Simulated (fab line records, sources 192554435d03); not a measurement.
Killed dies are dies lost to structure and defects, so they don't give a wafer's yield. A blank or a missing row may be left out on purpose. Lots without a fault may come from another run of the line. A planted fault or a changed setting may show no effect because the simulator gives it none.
One fault seen from 2 desks | flow n5_finfet | each desk has only its own numbers; what lay behind them comes last

THE TOOL OWNER'S DESK: arfi_scanner-03
The tool's own readings at N5_PMOS_HMC_CHANNEL_EPI_EXPOSE_06 (exposes mask PMOS HMC BLK, target cd 240 nm): means of the sampled wafers that have a number, for each lot that ran on this tool. A lot is out of limits, marked OUT, if its mean lies more than 4 standard deviations from the usual mean; the brackets give that distance.
Columns: A = exposure_dose_mJ_cm2 at N5_PMOS_HMC_CHANNEL_EPI_EXPOSE_06, usual 40.96; B = focus_offset_nm at N5_PMOS_HMC_CHANNEL_EPI_EXPOSE_06, usual -0.1 nm
lot  | first seen here | A     | B
L279 | day 2 04:49     | 41.00 | -1.3
L291 | day 5 06:09     | 40.93 | -0.8
L292 | day 5 11:13     | 40.92 | 0.3
L295 | day 6 05:44     | 40.88 | 0.5
This desk's finding: nothing out of limits on any of the 4 lots.

THE DEFECT DESK
What the inspections along the route counted, lot by lot: means of the sampled wafers that have a number. A lot is out of limits, marked OUT, if its mean lies more than 4 standard deviations from the usual mean; the brackets give that distance.
Columns: A = raw_defect_count at N5_WELL_APT_INSPECT_27, usual 2.2
lot  | first seen here | A
L278 | day 1 21:02     | 1.7
L279 | day 2 02:49     | 3.0
L285 | day 3 15:23     | 2.7
L286 | day 3 21:01     | 2.3
L287 | day 4 02:55     | 3.7
L291 | day 5 03:23     | 1.3
L292 | day 5 09:07     | 3.0
L294 | day 5 21:26     | 3.3
L295 | day 6 03:01     | 2.7
L296 | day 6 08:58     | 1.0
L297 | day 6 15:35     | 2.7
L298 | day 6 20:52     | 2.7
L299 | day 7 03:09     | 2.3
L300 | day 7 08:53     | 2.3
This desk's finding: nothing out of limits on any of the 14 lots.

PUT TOGETHER
The tool owner's desk saw nothing out of limits.
The defect desk saw nothing out of limits.

WHAT THE SIMULATOR HAD PUT IN
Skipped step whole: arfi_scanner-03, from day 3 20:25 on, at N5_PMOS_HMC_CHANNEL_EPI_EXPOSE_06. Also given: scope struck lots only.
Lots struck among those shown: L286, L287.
